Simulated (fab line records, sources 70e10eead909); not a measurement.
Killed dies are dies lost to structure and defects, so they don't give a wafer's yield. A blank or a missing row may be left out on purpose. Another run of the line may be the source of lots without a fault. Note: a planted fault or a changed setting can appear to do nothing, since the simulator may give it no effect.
Problem report in the 8D (eight disciplines) form, filled by code / flow nand_harc / the parts of the form that need people (team, actions taken, sign-off) are left out

1. THE ISSUE
killed_at_array at NHARC_END_SORT_01 reads a mean of 674 on 5 wafers of 3 lots; wafers without a fault read 25 with a standard deviation of 9.8. That puts it +66 standard deviations away from the usual mean.
The first sign was on wafer L308.4 at day 23 14:50, on prober-02. At this step, 12 wafers from 4 lots have a number in the record. By rule, "out" or "out of limits" means more than 4 standard deviations away from the usual mean. All remaining wafers that have a number are taken as sound.

2. WHAT IT IS; WHAT IT IS NOT
question=which readings at this step | is=killed_at_array, killed_dies | is not=killed_at_other, killed_at_periphery, killed_open, killed_short
question=which lots | is=L308, L311, L314 | is not=L306
question=which wafers of those lots | is=L308.4, L308.5, L311.4, L311.5, L314.2 | is not=L308.6, L311.2, L314.1, L314.3
question=read on which gauges | is=prober-01, prober-02 | is not=-
question=when | is=from day 23 14:50 | is not=up to then (1 sound wafer); but 6 sound wafers of L306, L308, L311, L314 came after

3. SUSPECTS, AND WHAT RULES EACH OUT
Counting: a tool at a process step up to the reading stays a suspect if it ran every lot that is out. Sound lots after the first of them don't rule it out here, since some wafers of a struck lot are sound.
- the gauge at NHARC_END_SORT_01 has been ruled out. 2 gauges (prober-01, prober-02) read the wafers that are out.
- rie_diel-11 at NHARC_A_CONTACT_ETCH_88 (etches the open film in CF4, target depth 39 nm, time 65 s): kept. It ran every lot that is out, first L308 (day 20 22:09). Its own oes_product_au readings are out on those wafers.
- rie_diel-03 at NHARC_A_CONTACT_ETCH_92 (etches the open film in CH3F/O2, target depth 40 nm, time 85.7 s): kept. It ran every lot that is out, first L308 (day 21 00:29).
- Within rie_diel-11 at NHARC_A_CONTACT_ETCH_88: the wafers that are out ran in chamber 0; their sound lot-mates ran in chambers 1, 2, 3.
After counting, rie_diel-11 at NHARC_A_CONTACT_ETCH_88 and rie_diel-03 at NHARC_A_CONTACT_ETCH_92 remain.

4. THE CAUSE (what the simulator had put in)
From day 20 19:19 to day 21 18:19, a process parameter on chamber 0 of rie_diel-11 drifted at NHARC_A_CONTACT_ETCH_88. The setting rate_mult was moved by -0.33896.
Counting leaves 2 suspects; this tool is one of them.

5. THE EFFECT CHAIN, in route order
Each row: a reading where the mean over the struck wafers with a number is more than 3 standard deviations away from the usual. Readings are gone through only where the record gives a usual standard deviation; hours: the median, over the lots, of the time from a lot's start at the first step in this table giving one to that lot's start at this step; sigmas: the change measured in usual standard deviations.
hours=0; step=NHARC_A_CONTACT_ETCH_88; reading=oes_product_au; usual=1.001 a.u.; on struck wafers=0.787; change=-0.214; sigmas=-25
hours=59; step=NHARC_END_SORT_01; reading=killed_at_array; usual=25; on struck wafers=674; change=+649; sigmas=+66
hours=59; step=NHARC_END_SORT_01; reading=killed_dies; usual=29; on struck wafers=677; change=+648; sigmas=+65
Here are the process steps it includes:
- NHARC_A_CONTACT_ETCH_88: etches the open film in CF4, target depth 39 nm, time 65 s.

6. WHAT WOULD HAVE CAUGHT IT SOONER
Counted from the fault's start at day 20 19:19, it took 68 hours until the first out-of-limits reading at a measuring or inspecting step in this record, taken at day 23 14:50.
The tool's own readings at NHARC_A_CONTACT_ETCH_88 were out on every struck wafer that the step has a row for (oes_product_au): an alarm limit on them would have fired on the first of those.
By day 23 14:50, every lot that is out (3) had started NHARC_A_CONTACT_ETCH_88 on rie_diel-11. Tool hold at that time: it would have spared none of them.
